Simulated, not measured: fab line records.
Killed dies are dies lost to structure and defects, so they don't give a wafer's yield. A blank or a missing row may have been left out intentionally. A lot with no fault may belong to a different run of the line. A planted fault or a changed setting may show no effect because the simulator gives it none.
fab line records	flow nand-harc
record: lots: 12	wafers: 36	last-day: 24
route steps=1159 shown THIN_TSV@1125 END@1159
lots with no fault: from the same line, run without faults
start-h: start of the lot's first displayed wafer, in hours after the record's first day	wait-h: hours elapsed since this lot's preceding step	" same as the row above	L1.1+2: a single row standing in for several wafers	- no value, or no start given	* or withheld: withheld	< > ~ a bound
route shown NAME@n: a module of which the file shows steps, and the number in the route of the first	usual: the fault-free wafers' mean and standard deviation	same: alike in all rows	chamber/n: place in a boat	sites: readings site by site	_std_site: standard deviation across them	_edge_site: mean of outer sites minus mean of inner sites	radius-mm: how far each site lies from the wafer's centre	mask NAME#n: copy n	behind: the most recent tool/chamber to have shaped the wafer	hold: the reason the lot was held/the length of the hold in hours/how it ended	device: which transistor (n, p or np) failed to switch	end of line: the tests these same wafers got at the end of their route	where a step has no rows: the recipe by itself	killed: at the first sort, the dies lost to defects and structure; wafer yield is something else	map: a wafer's dies, x killed, . not, _ none there
set.NAME: setting as actually run; set.NAME@STEP: the setting as run at that earlier step	model.NAME: the simulator's own value behind a step, which no gauge read
one table for each step of the route and one row for each wafer, over a sample of lots
services: the hour from which a tool's chamber was out of use, counted from the record's first day as start-h (under 0 if before that day), plus the number of hours and why
== steps ==
step: NHARC_THIN_TSV_ETCHBACK_48
recipe: target-depth-a: 10285	over-etch-frac: 0.3	time-s: 405.17	ion-energy-ev: 250	c4f8-flow-sccm: withheld	ar-flow-sccm: withheld	rf-w: 600	bias-w: 300	chemistry: C4F8/Ar
usual: oes-product-au: 0.95/0.036	rf-vpp-V: 545/3.2
lot.wafer	tool	chamber	start-h	wait-h	oes-product-au	rf-hours-counter-h	rf-vpp-V
L523.4	rie-diel-03	1	439.31	-	0.95	3	542
L523.5	"	2	"	"	0.92	-	541
L523.6	"	3	"	"	0.94	-	545
L521.4	rie-diel-05	2	443.51	-	1.01	6	545
L521.1	"	3	"	"	0.93	7	541
L521.6	"	3	"	"	0.92	-	542
L524.4	rie-diel-03	2	444.46	-	0.91	4	542
L524.2	"	3	"	"	1.02	3	545
L524.6	"	3	"	"	1.02	-	546
L522.1	rie-diel-05	2	445.79	-	1.00	6	543
L522.4	"	1	"	"	1.01	7	544
L522.6	"	3	"	"	0.99	-	542
L528.1	rie-diel-03	0	473.77	-	0.99	4	548
L528.6	"	3	"	"	1.02	-	544
L528.5	"	0	"	"	1.00	-	549
L526.4	rie-diel-12	1	476.14	-	0.92	11	544
L526.3	"	2	"	"	0.92	10	548
L526.6	"	3	"	"	0.93	-	541
L527.4	rie-diel-03	0	477.35	-	0.91	5	548
L527.1	"	2	"	"	0.92	6	543
L527.5	"	0	"	"	0.92	-	547
L537.4	rie-diel-03	0	525.07	-	0.91	9	548
L537.3	"	2	"	"	0.91	9	543
L537.5	"	0	"	"	0.92	-	545
L538.4	rie-diel-05	0	534.25	-	1.01	0	551
L538.3	"	2	"	"	0.99	0	542
L538.6	"	3	"	"	1.00	-	543
L542.3	rie-diel-12	0	549.60	-	0.91	18	544
L542.4	"	1	"	"	0.94	18	544
L542.5	"	3	"	"	0.93	-	541
L540.3	rie-diel-03	3	550.65	-	0.93	11	543
L540.4	"	0	"	"	0.91	11	548
L540.2	"	1	"	"	0.93	10	542
L541.4	rie-diel-05	2	552.51	-	0.92	-	543
L541.3	"	0	"	"	0.92	-	551
L541.6	"	0	"	"	0.93	-	550
step: NHARC_THIN_TSV_PVD_51
recipe: target-thk-a: 1000	chamber-pressure-pa: 5	material: Cu
usual: throttle-valve-pct: 30.4/1.5
lot.wafer	tool	chamber	start-h	wait-h	throttle-valve-pct
L523.4	pvd-sputter-02	-	440.02	-	31.8
L523.6	"	-	"	"	30.8
L523.5	"	-	"	"	31.9
L521.1	pvd-sputter-03	-	444.35	-	30.5
L521.4	"	-	"	"	28.6
L521.6	"	-	"	"	30.2
L524.2	pvd-sputter-02	-	445.43	-	30.6
L524.4	"	-	"	"	30.1
L524.6	"	-	"	"	30.4
L522.1	pvd-sputter-02	-	446.65	-	31.7
L522.4	"	-	"	"	30.2
L522.6	"	-	"	"	30.3
L528.1	pvd-sputter-03	-	474.59	-	33.6
L528.6	"	-	"	"	29.9
L528.5	"	-	"	"	28.9
L526.3	pvd-sputter-03	-	476.90	-	33.5
L526.4	"	-	"	"	29.8
L526.6	"	-	"	"	33.5
L527.1	pvd-sputter-03	-	478.15	-	30.1
L527.4	"	-	"	"	33.7
L527.5	"	-	"	"	30.0
L537.4	pvd-sputter-01	-	525.84	-	32.3
L537.3	"	-	"	"	29.5
L537.5	"	-	"	"	29.3
L538.3	pvd-sputter-01	-	535.04	-	26.6
L538.4	"	-	"	"	32.2
L538.6	"	-	"	"	29.2
L542.3	pvd-sputter-02	-	550.38	-	30.3
L542.4	"	-	"	"	31.7
L542.5	"	-	"	"	30.1
L540.3	pvd-sputter-02	-	551.46	-	30.3
L540.4	"	-	"	"	30.0
L540.2	"	-	"	"	31.7
L541.3	pvd-sputter-03	-	553.39	-	29.7
L541.4	"	-	"	"	33.4
L541.6	"	-	"	"	28.7
step: NHARC_THIN_TSV_CMP_21
recipe: t-overpolish-s: 30	target-thk-nm: 2000
usual: edge-zone-pressure-frac: 1.000/0.0045	motor-current-A: 12.4/0.95	overpolish-run-s: 30.000/0.0083
lot.wafer	tool	chamber	start-h	wait-h	edge-zone-pressure-frac	motor-current-A	overpolish-run-s
L523.4	cmp-02	1	441.27	-	1.000	12.6	30.012
L523.5	"	0	"	"	1.008	12.4	29.999
L523.6	"	1	"	"	1.002	11.7	30.002
L521.1	cmp-01	0	445.71	-	0.992	10.4	29.998
L521.4	"	2	"	"	1.000	12.9	29.991
L521.6	"	0	"	"	0.999	11.1	29.993
L524.2	cmp-02	0	446.73	-	0.995	13.4	30.000
L524.4	"	3	"	"	0.998	10.6	30.003
L524.6	"	1	"	"	0.996	12.3	30.000
L522.4	cmp-01	2	447.96	-	1.005	12.4	29.988
L522.1	"	3	"	"	1.004	14.4	30.014
L522.6	"	1	"	"	1.002	13.3	30.003
L528.1	cmp-02	3	475.97	-	0.999	10.3	30.015
L528.5	"	1	"	"	1.003	11.6	29.990
L528.6	"	2	"	"	1.006	12.0	29.992
L526.4	cmp-03	3	478.18	-	0.998	12.5	29.996
L526.3	"	2	"	"	0.999	12.2	30.000
L526.6	"	0	"	"	0.994	12.0	30.005
L527.1	cmp-03	2	479.38	-	0.998	12.4	30.005
L527.4	"	1	"	"	1.007	12.9	30.011
L527.5	"	3	"	"	0.995	12.7	30.009
L537.4	cmp-03	2	527.13	-	0.995	12.3	30.006
L537.3	"	3	"	"	0.995	12.3	29.992
L537.5	"	2	"	"	0.989	12.7	29.997
L538.4	cmp-01	0	536.38	-	0.999	10.7	29.996
L538.3	"	2	"	"	1.001	12.9	29.992
L538.6	"	0	"	"	0.992	10.8	29.989
L542.4	cmp-01	3	551.69	-	1.001	12.6	29.995
L542.3	"	1	"	"	1.002	13.3	29.997
L542.5	"	3	"	"	0.999	13.4	30.004
L540.2	cmp-01	3	552.77	-	1.007	13.7	30.016
L540.3	"	0	"	"	1.003	10.9	30.009
L540.4	"	1	"	"	0.998	13.3	29.998
L541.3	cmp-03	1	554.64	-	0.998	12.8	30.004
L541.4	"	3	"	"	0.995	12.9	29.998
L541.6	"	2	"	"	0.999	12.2	29.997
step: NHARC_THIN_TSV_DESCUM_35
recipe: time-s: 3	o2-flow-sccm: 200	ar-flow-sccm: 0	bias-power-w: 0	chemistry: O2
usual: drypump-motor-current-A: 5.6/0.55	oes-product-au: 1.001/0.0097	rf-vpp-V: 57.5/0.88	showerhead-plenum-p-Torr: 1.86/0.082	throttle-valve-pct: 11.312/0.01
lot.wafer	tool	chamber	start-h	wait-h	drypump-motor-current-A	oes-product-au	rf-hours-counter-h	rf-vpp-V	showerhead-plenum-p-Torr	throttle-valve-pct
L523.4	rie-diel-05	2	442.88	-	5.8	1.013	6	56.1	1.83	11.301
L523.5	"	2	"	"	5.8	1.009	-	56.4	1.83	11.319
L523.6	"	3	"	"	6.5	0.987	-	57.7	1.79	11.318
L521.1	rie-diel-12	2	447.54	-	4.8	1.005	7	57.0	1.99	11.302
L521.6	"	3	"	"	5.4	1.001	-	57.5	1.79	11.326
L521.4	"	1	"	"	6.4	0.997	-	58.2	1.86	11.302
L524.4	rie-diel-03	1	448.52	-	5.9	1.021	4	58.4	1.79	11.324
L524.2	"	3	"	"	5.7	1.026	3	57.5	1.86	11.313
L524.6	"	1	"	"	5.9	1.014	-	57.4	1.79	11.320
L522.4	rie-diel-03	1	449.68	-	5.9	1.009	4	57.8	1.79	11.323
L522.1	"	3	"	"	5.7	1.016	3	57.9	1.86	11.315
L522.6	"	1	"	"	5.9	1.012	-	56.5	1.79	11.323
L528.1	rie-diel-12	1	477.70	-	6.4	0.992	11	56.6	1.85	11.307
L528.5	"	3	"	"	5.4	1.010	-	59.0	1.79	11.286
L528.6	"	0	"	"	6.7	0.997	-	57.4	1.80	11.313
L526.3	rie-diel-12	0	479.84	-	6.7	0.991	11	56.8	1.80	11.342
L526.4	"	1	"	"	6.4	1.010	11	58.1	1.85	11.327
L526.6	"	2	"	"	4.8	0.988	-	57.8	1.99	11.314
L527.1	rie-diel-03	2	481.03	-	5.0	0.999	6	57.5	1.78	11.321
L527.4	"	1	"	"	5.9	1.005	5	57.7	1.79	11.322
L527.5	"	2	"	"	5.0	0.990	-	57.6	1.78	11.318
L537.3	rie-diel-05	2	528.91	-	5.8	0.991	0	56.9	1.83	11.305
L537.4	"	3	"	"	6.4	0.995	0	56.6	1.78	11.314
L537.5	"	1	"	"	5.6	1.009	-	58.5	1.88	11.317
L538.3	rie-diel-12	3	538.14	-	5.4	1.011	17	57.3	1.78	11.319
L538.4	"	0	"	"	6.7	0.996	-	56.6	1.80	11.312
L538.6	"	3	"	"	5.3	1.008	-	56.5	1.78	11.323
L542.4	rie-diel-12	0	553.30	-	6.7	0.995	18	57.3	1.80	11.315
L542.3	"	1	"	"	6.4	1.005	19	57.6	1.85	11.301
L542.5	"	3	"	"	5.4	1.002	-	58.4	1.78	11.331
L540.4	rie-diel-12	3	554.39	-	5.4	1.003	18	57.0	1.78	11.297
L540.3	"	1	"	"	6.4	1.007	19	56.2	1.85	11.329
L540.2	"	2	"	"	4.8	0.997	17	58.6	1.99	11.317
L541.3	rie-diel-05	2	556.44	-	5.8	0.990	2	57.0	1.83	11.305
L541.4	"	0	"	"	5.5	1.006	-	58.5	2.02	11.314
L541.6	"	1	"	"	5.6	1.009	-	57.3	1.88	11.309
step: NHARC_END_SORT_01
recipe: temp-c: 25
usual: defect-limited-yield: 95.6/1.6	killed-at-array: 26/11	killed-at-other: 0.6/1	killed-at-periphery: 3.1/2.1	killed-dies: 30/11	killed-open: 3.4/1.8	killed-short: 2.1/1.5	sort_bin_2_pct: 1.3/0.64	sort_bin_3_pct: 0.25/0.23	sort_bin_4_pct: 2.8/1.1	sort-n-pass: 647/11	sort-rim-yield-pct: 95.8/2.7	sort-yield-pct: 95.6/1.6
same: gross-dies: 677	sort_bin_5_pct[%]: 0	sort_bin_6_pct[%]: 0	sort_bin_7_pct[%]: 0	sort_bin_8_pct[%]: 0	sort-rim-n-gross: 106.00
lot.wafer	tool	chamber	start-h	wait-h	defect-limited-yield[%]	killed-at-array	killed-at-other	killed-at-periphery	killed-dies	killed-open	killed-short	sort_bin_2_pct[%]	sort_bin_3_pct[%]	sort_bin_4_pct[%]	sort-n-pass	sort-rim-yield-pct[%]	sort-yield-pct[%]
L522.1	prober-01	0	465.18	2.5	97.0	16	0	4	20	3	3	0.4	0.30	2.2	657	97.2	97.0
L522.4	prober-01	0	467.61	3.4	97.2	15	1	3	19	4	2	1.2	0.15	1.5	658	94.3	97.2
L522.6	prober-01	0	469.23	4.0	98.1	9	0	4	13	5	0	0.6	0	1.3	664	97.2	98.1
L521.1	prober-01	0	472.98	2.4	96.2	21	0	5	26	5	2	1.3	0.15	2.4	651	96.2	96.2
L521.4	prober-01	0	475.42	3.4	95.7	26	0	3	29	3	4	1.8	0	2.5	648	96.2	95.7
L521.6	prober-01	0	477.04	4.1	95.1	27	1	5	33	4	2	1.5	0.44	3.0	644	95.3	95.1
L524.2	prober-02	0	473.75	2.8	96.8	18	0	4	22	6	3	1.3	0.15	1.8	655	97.2	96.8
L524.4	prober-02	0	475.34	3.4	95.0	27	0	7	34	5	4	1.8	0.15	3.1	643	96.2	95.0
L524.6	prober-02	0	476.93	4.0	95.4	26	0	5	31	6	3	1.2	0.15	3.2	646	96.2	95.4
L528.1	prober-02	0	486.64	2.5	96.5	15	0	9	24	3	1	1.3	0.30	1.9	653	98.1	96.5
L528.5	prober-02	0	489.92	3.8	97.3	15	0	3	18	1	2	0.9	0	1.8	659	99.1	97.3
L528.6	prober-02	0	490.74	4.1	97.2	16	1	2	19	3	0	1.0	0	1.8	658	97.2	97.2
L526.3	prober-01	0	496.12	3.1	95.1	32	1	0	33	2	2	1.2	0.30	3.4	644	96.2	95.1
L526.4	prober-01	0	496.91	3.4	95.7	26	0	3	29	4	1	0.7	0	3.5	648	95.3	95.7
L526.6	prober-01	0	498.50	4.0	0	27	647	3	677	4	2	96.6	0.15	3.2	0	0	0
L527.1	prober-01	0	502.31	2.5	0	25	649	3	677	1	4	97.5	0.15	2.4	0	0	0
L527.4	prober-01	0	504.70	3.4	94.4	34	1	3	38	3	1	1.6	0.74	3.2	639	95.3	94.4
L527.5	prober-01	0	505.50	3.7	95.4	28	2	1	31	3	1	0.9	0.59	3.1	646	98.1	95.4
L537.3	prober-02	0	540.70	3.1	96.0	18	6	3	27	4	2	0.9	0	3.1	650	99.1	96.0
L537.4	prober-02	0	541.51	3.4	97.3	11	1	6	18	1	3	0.6	0.15	1.9	659	93.4	97.3
L537.5	prober-02	0	542.32	3.7	96.2	21	2	3	26	5	3	0.7	0.44	2.7	651	97.2	96.2
L540.2	prober-01	0	562.60	2.8	96.0	24	1	2	27	7	4	1.8	0	2.2	650	94.3	96.0
L540.3	prober-01	0	563.40	3.1	96.0	20	0	7	27	3	5	1.3	0.15	2.5	650	94.3	96.0
L540.4	prober-01	0	564.20	3.4	96.8	19	0	3	22	3	0	1.2	0	2.1	655	99.1	96.8
L542.3	prober-02	0	563.42	3.1	94.2	33	1	5	39	5	3	2.4	0.30	3.1	638	98.1	94.2
L542.4	prober-02	0	564.22	3.4	92.8	46	0	3	49	3	5	3.4	0.30	3.5	628	87.7	92.8
L542.5	prober-02	0	565.02	3.7	92.9	45	0	3	48	6	2	1.8	0.89	4.4	629	95.3	92.9
L541.3	prober-01	0	571.18	3.1	93.8	41	0	1	42	5	3	2.1	1.18	3.0	635	97.2	93.8
L541.4	prober-01	0	571.98	3.4	95.0	32	0	2	34	2	1	1.9	0.30	2.8	643	97.2	95.0
L541.6	prober-01	0	573.57	4.0	94.1	37	1	2	40	3	1	1.8	0.30	3.8	637	92.5	94.1
killed by level:class
L522.1 A_CONTACT:chamber-film-flake=5 A_CHANNEL_HOLE_D1:chamber-film-flake=3 A_CHANNEL_FILL_D1:geometric-particle:short=2 P_GATE:chamber-film-flake=2 A_SLIT:chamber-film-flake=2 P_GATE:geometric-particle:open=1 P_CONTACT:geometric-particle:open=1 A_SOURCE_PLATE:geometric-particle:short=1
L522.4 A_CONTACT:geometric-particle:open=3 A_CHANNEL_HOLE_D1:chamber-film-flake=3 A_CONTACT:chamber-film-flake=3 A_STAIRCASE:chamber-film-flake=2 A_WL_FILL:chamber-film-flake=2 P_CONTACT:geometric-particle:open=1 A_ONON_D1:geometric-particle:short=1 P_STI:chamber-film-flake=1
L522.6 A_CONTACT:chamber-film-flake=3 P_CONTACT:geometric-particle:open=2 P_STI:chamber-film-flake=2 A_ONON_D1:geometric-particle:open=1 A_CHANNEL_FILL_D1:geometric-particle:open=1 A_CONTACT:geometric-particle:open=1 A_STAIRCASE:chamber-film-flake=1 A_SLIT:chamber-film-flake=1
L521.1 A_SLIT:chamber-film-flake=8 A_CHANNEL_HOLE_D1:chamber-film-flake=6 P_M0:geometric-particle:open=2 A_SGD_CUT:geometric-particle:open=2 A_CONTACT:chamber-film-flake=2 P_CONTACT:geometric-particle:short=1 P_M0:geometric-particle:short=1 A_SOURCE_PLATE:geometric-particle:open=1
L524.2 A_CHANNEL_HOLE_D1:chamber-film-flake=10 A_CHANNEL_FILL_D1:geometric-particle:open=3 P_M1:geometric-particle:short=2 A_CONTACT:chamber-film-flake=2 P_CONTACT:geometric-particle:open=1 A_SOURCE_PLATE:geometric-particle:short=1 A_CONTACT:geometric-particle:open=1 A_M1:geometric-particle:open=1
L524.4 A_CHANNEL_HOLE_D1:chamber-film-flake=12 A_CONTACT:chamber-film-flake=7 A_ONON_D1:geometric-particle:open=3 P_GATE:chamber-film-flake=3 P_CONTACT:geometric-particle:open=1 P_M1:geometric-particle:short=1 A_ONON_D1:geometric-particle:short=1 A_CHANNEL_FILL_D1:geometric-particle:short=1
L521.4 A_CHANNEL_HOLE_D1:chamber-film-flake=10 A_SLIT:chamber-film-flake=7 A_CHANNEL_FILL_D1:geometric-particle:short=3 A_CONTACT:geometric-particle:open=2 P_M1:geometric-particle:open=1 A_M0:geometric-particle:short=1 P_ZERO_WELL:chamber-film-flake=1 P_STI:chamber-film-flake=1
L524.6 A_CHANNEL_HOLE_D1:chamber-film-flake=15 A_ONON_D1:geometric-particle:open=2 P_GATE:chamber-film-flake=2 A_CONTACT:chamber-film-flake=2 P_GATE:geometric-particle:open=1 A_ONON_D1:geometric-particle:short=1 A_CHANNEL_FILL_D1:geometric-particle:short=1 A_CONTACT:geometric-particle:open=1
L521.6 A_SLIT:chamber-film-flake=12 A_CHANNEL_HOLE_D1:chamber-film-flake=6 A_CONTACT:chamber-film-flake=4 P_M2:chamber-film-flake=2 P_CONTACT:geometric-particle:open=1 P_CONTACT:geometric-particle:short=1 P_M0:geometric-particle:short=1 A_ONON_D1:geometric-particle:open=1
L528.1 A_WL_FILL:chamber-film-flake=4 P_GATE:chamber-film-flake=3 A_CHANNEL_HOLE_D1:chamber-film-flake=3 P_STI:chamber-film-flake=2 A_CHANNEL_FILL_D1:chamber-film-flake=2 A_CONTACT:chamber-film-flake=2 P_GATE:geometric-particle:open=1 P_CONTACT:geometric-particle:short=1
L528.5 P_GATE:chamber-film-flake=3 A_WL_FILL:chamber-film-flake=3 A_ZERO_WELL:chamber-film-flake=2 A_CHANNEL_HOLE_D1:chamber-film-flake=2 A_STAIRCASE:chamber-film-flake=2 A_CONTACT:chamber-film-flake=2 A_CONTACT:geometric-particle:short=1 A_CONTACT:geometric-particle:open=1
L528.6 A_CHANNEL_HOLE_D1:chamber-film-flake=5 A_WL_FILL:chamber-film-flake=2 A_ZERO_WELL:chamber-film-flake=2 A_CHANNEL_FILL_D1:chamber-film-flake=2 A_CONTACT:chamber-film-flake=2 P_M0:geometric-particle:open=1 A_SGD_CUT:geometric-particle:open=1 A_CONTACT:geometric-particle:open=1
L526.3 A_CHANNEL_HOLE_D1:chamber-film-flake=16 A_SGD_CUT:chamber-film-flake=8 A_CONTACT:chamber-film-flake=3 A_STAIRCASE:chamber-film-flake=2 A_CHANNEL_FILL_D1:geometric-particle:short=1 A_M0:geometric-particle:short=1 A_M1:geometric-particle:open=1 STARTING-WAFER:geometric-particle:open=1
L526.4 A_CHANNEL_HOLE_D1:chamber-film-flake=10 A_SGD_CUT:chamber-film-flake=7 A_CONTACT:chamber-film-flake=4 A_BLC:geometric-particle:open=2 P_BONDPAD:chamber-film-flake=2 A_CHANNEL_FILL_D1:geometric-particle:short=1 A_CHANNEL_FILL_D1:geometric-particle:open=1 A_M0:geometric-particle:open=1
L526.6 THIN_TSV:area-pvd=647 A_CHANNEL_HOLE_D1:chamber-film-flake=15 A_SGD_CUT:chamber-film-flake=4 A_CONTACT:chamber-film-flake=3 P_STI:geometric-particle:open=1 P_M1:geometric-particle:open=1 A_ONON_D1:geometric-particle:open=1 A_WL_FILL:geometric-particle:short=1
L527.1 THIN_TSV:area-pvd=649 A_SLIT:chamber-film-flake=11 A_SGD_CUT:chamber-film-flake=5 A_CHANNEL_FILL_D1:chamber-film-flake=3 A_CHANNEL_HOLE_D1:chamber-film-flake=2 P_CONTACT:geometric-particle:short=1 A_CHANNEL_FILL_D1:geometric-particle:short=1 A_CHANNEL_FILL_D1:geometric-particle:open=1
L527.4 A_SLIT:chamber-film-flake=12 A_CHANNEL_HOLE_D1:chamber-film-flake=9 A_SGD_CUT:chamber-film-flake=3 A_CONTACT:chamber-film-flake=3 A_CHANNEL_FILL_D1:chamber-film-flake=2 P_GATE:geometric-particle:open=1 A_ONON_D1:geometric-particle:short=1 A_CONTACT:geometric-particle:open=1
L527.5 A_SLIT:chamber-film-flake=14 A_SGD_CUT:chamber-film-flake=4 A_CONTACT:chamber-film-flake=4 THIN_TSV:chamber-film-flake=2 A_M1:geometric-particle:open=2 A_CHANNEL_HOLE_D1:chamber-film-flake=2 P_M0:geometric-particle:short=1 A_CHANNEL_FILL_D1:geometric-particle:open=1
L537.3 A_CHANNEL_HOLE_D1:chamber-film-flake=7 THIN_TSV:chamber-film-flake=6 A_CONTACT:chamber-film-flake=5 A_CONTACT:geometric-particle:open=2 P_CONTACT:chamber-film-flake=2 P_M0:geometric-particle:open=1 A_WL_FILL:geometric-particle:short=1 A_M0:geometric-particle:short=1
L537.4 A_CHANNEL_HOLE_D1:chamber-film-flake=5 P_M0:geometric-particle:short=2 P_CONTACT:chamber-film-flake=2 A_CONTACT:chamber-film-flake=2 P_M0:geometric-particle:open=1 A_SGD_CUT:geometric-particle:short=1 P_GATE:chamber-film-flake=1 A_STAIRCASE:chamber-film-flake=1
L537.5 A_CHANNEL_HOLE_D1:chamber-film-flake=5 A_STAIRCASE:chamber-film-flake=4 A_CONTACT:chamber-film-flake=3 P_CONTACT:chamber-film-flake=2 THIN_TSV:chamber-film-flake=2 P_GATE:geometric-particle:open=1 A_ONON_D1:geometric-particle:short=1 A_CHANNEL_FILL_D1:geometric-particle:short=1
L540.2 A_CHANNEL_HOLE_D1:chamber-film-flake=5 A_CONTACT:geometric-particle:open=3 A_STAIRCASE:chamber-film-flake=3 A_CONTACT:chamber-film-flake=3 P_CONTACT:geometric-particle:short=1 A_ONON_D1:geometric-particle:short=1 A_CHANNEL_HOLE_D1:geometric-particle:short=1 A_CHANNEL_FILL_D1:geometric-particle:open=1
L540.3 A_CHANNEL_HOLE_D1:chamber-film-flake=8 A_STAIRCASE:chamber-film-flake=5 P_GATE:chamber-film-flake=3 A_CONTACT:geometric-particle:open=2 A_CONTACT:chamber-film-flake=2 P_GATE:geometric-particle:open=1 P_GATE:geometric-particle:short=1 P_M0:geometric-particle:short=1
L542.3 A_SLIT:chamber-film-flake=22 A_CHANNEL_HOLE_D1:chamber-film-flake=4 P_CONTACT:geometric-particle:open=2 A_CONTACT:geometric-particle:short=2 P_STI:chamber-film-flake=2 A_CONTACT:chamber-film-flake=2 P_M0:geometric-particle:open=1 A_SGD_CUT:geometric-particle:open=1
L540.4 A_CHANNEL_HOLE_D1:chamber-film-flake=7 A_CONTACT:chamber-film-flake=6 A_CONTACT:geometric-particle:open=2 P_ZERO_WELL:chamber-film-flake=2 A_SLIT:chamber-film-flake=2 A_WL_FILL:geometric-particle:open=1 P_GATE:chamber-film-flake=1 A_STAIRCASE:chamber-film-flake=1
L542.4 A_SLIT:chamber-film-flake=22 A_CHANNEL_HOLE_D1:chamber-film-flake=10 A_CONTACT:chamber-film-flake=4 A_STAIRCASE:chamber-film-flake=3 P_M1:geometric-particle:open=1 A_ONON_D1:geometric-particle:open=1 A_ONON_D1:geometric-particle:short=1 A_CHANNEL_HOLE_D1:geometric-particle:short=1
L542.5 A_SLIT:chamber-film-flake=22 A_CHANNEL_HOLE_D1:chamber-film-flake=9 A_STAIRCASE:chamber-film-flake=4 A_CONTACT:chamber-film-flake=3 A_WL_FILL:geometric-particle:open=2 P_GATE:geometric-particle:open=1 P_GATE:geometric-particle:short=1 A_SOURCE_PLATE:geometric-particle:open=1
L541.3 A_CHANNEL_HOLE_D1:chamber-film-flake=28 A_WL_FILL:chamber-film-flake=3 A_ONON_D1:geometric-particle:short=2 A_CONTACT:geometric-particle:open=2 A_STAIRCASE:chamber-film-flake=2 P_M0:geometric-particle:open=1 A_CHANNEL_HOLE_D1:geometric-particle:open=1 A_CHANNEL_FILL_D1:geometric-particle:open=1
L541.4 A_CHANNEL_HOLE_D1:chamber-film-flake=17 A_WL_FILL:chamber-film-flake=5 A_STAIRCASE:chamber-film-flake=3 P_ZERO_WELL:chamber-film-flake=2 A_CONTACT:chamber-film-flake=2 A_CHANNEL_HOLE_D1:geometric-particle:open=1 A_CHANNEL_FILL_D1:geometric-particle:open=1 A_CHANNEL_FILL_D1:geometric-particle:short=1
L541.6 A_CHANNEL_HOLE_D1:chamber-film-flake=22 A_STAIRCASE:chamber-film-flake=4 A_WL_FILL:chamber-film-flake=3 A_CONTACT:chamber-film-flake=3 A_CONTACT:geometric-particle:open=2 A_ONON_D1:geometric-particle:short=1 A_SGD_CUT:geometric-particle:open=1 P_GATE:chamber-film-flake=1
== services ==
tool	chamber	start-h	hours	kind
pvd-sputter-03	-	416.85	4.1	repair
cmp-02	-	422.50	4.0	pm
cmp-03	-	424.98	4.0	pm
cmp-02	-	427.14	0.9	repair
rie-diel-12	0	443.02	6.2	repair
pvd-sputter-03	-	458.00	10.0	pm
cmp-03	-	460.69	6.4	repair
pvd-sputter-02	-	463.91	2.1	repair
pvd-sputter-03	-	470.61	2.0	repair
cmp-01	-	473.90	4.0	pm
rie-diel-03	1	485.50	7.4	repair
cmp-01	-	494.64	9.4	repair
pvd-sputter-02	-	499.75	6.1	repair
cmp-02	-	506.15	0.6	repair
rie-diel-05	-	517.60	9.0	pm
cmp-02	-	520.50	4.0	pm
cmp-03	-	522.98	4.0	pm
rie-diel-12	1	536.58	6.8	repair
pvd-sputter-02	-	538.79	1.9	repair
rie-diel-12	2	541.20	7.6	repair
rie-diel-05	1	548.54	4.1	repair
rie-diel-05	3	549.74	16.5	repair
rie-diel-05	-	551.55	0.3	repair
rie-diel-12	-	556.40	9.0	pm
== key ==
first-sign: step: NHARC_END_SORT_01	reading: killed-at-other	direction: up	sigmas: 99+	usual: 0.6	struck: 648
effect: step: NHARC_END_SORT_01	reading: sort_bin_2_pct	direction: up	sigmas: 99+	usual: 1.3	struck: 97.0
more-kills-born-at: NHARC_THIN_TSV_PVD_51@pvd-sputter-03: 1296
met-at NHARC_THIN_TSV_PVD_51
struck-lots L526,L527
struck-wafers L526.6,L527.1
later-rows-left-out L526.6,L527.1
not-acting-at NHARC_THIN_TSV_ETCHBACK_48,NHARC_THIN_TSV_CMP_21,NHARC_THIN_TSV_DESCUM_35
onset-between 474.59 476.90
fault: kind: process-parameter-drift	tool: pvd-sputter-03	chamber: -	onset-h: 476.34	steps: NHARC_THIN_TSV_PVD_51	channel: target-thk-a	offset: *	shape: step	end-h: 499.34	scope: struck-wafers-only	acts-in: *	stated: *
later-rows-left-out: the simulator's readings of these wafers behind a module that went badly wrong aren't trusted and aren't shown, but for the sort
